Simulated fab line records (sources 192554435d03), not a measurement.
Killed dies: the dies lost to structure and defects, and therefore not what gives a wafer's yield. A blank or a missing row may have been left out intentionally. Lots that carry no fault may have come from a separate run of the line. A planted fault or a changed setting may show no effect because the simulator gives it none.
Chamber matching | flow n5_finfet | N5_BEOL_M5_ETCH_67 on rie_diel-02 has 4 sister chambers
The step etches SiARC in CF4, target depth 15.6 nm, time 26 s. 4 wafers are shown with their chamber, then 8 later ones without.

## WAFERS PAIRED WITH THEIR CHAMBERS
wafer  | chamber | showerhead_plenum_p_Torr (Torr)
L083.4 | 3       | 2.26
L083.5 | 1       | 2.16
L083.6 | 0       | 2.09
L084.1 | 2       | 2.04

## WAFERS MISSING THEIR CHAMBER
wafer  | showerhead_plenum_p_Torr (Torr)
L084.3 | 2.26
L084.5 | 2.04
L089.1 | 2.25
L089.2 | 2.09
L089.5 | 2.04
L094.1 | 2.25
L094.3 | 2.15
L094.4 | 2.15

## WHICH CHAMBER EACH ONE RAN IN
wafer  | from the rows above | in truth
L084.3 | 3                   | 3
L084.5 | 2                   | 2
L089.1 | 3                   | 3
L089.2 | 0                   | 0
L089.5 | 2                   | 2
L094.1 | 3                   | 3
L094.3 | 1                   | 1
L094.4 | 1                   | 1
8 of 8 placed correctly. From these rows, 0 cannot be placed. Wrongly placed: 0.
How it was worked out, from the rows above alone: a wafer's distance from a chamber is the root of the sum, over the readings, of the square of ((its reading less the chamber's mean) divided by the reading's scatter). If the next closest chamber is less than 2 further off than the closest, the wafer can't be placed; otherwise it belongs to the closest. The mean given for a chamber averages the wafers shown for that chamber. The scatter (one wafer shown for each chamber): square how far every hidden wafer sits from the nearest shown wafer, average those squares and take the square root.
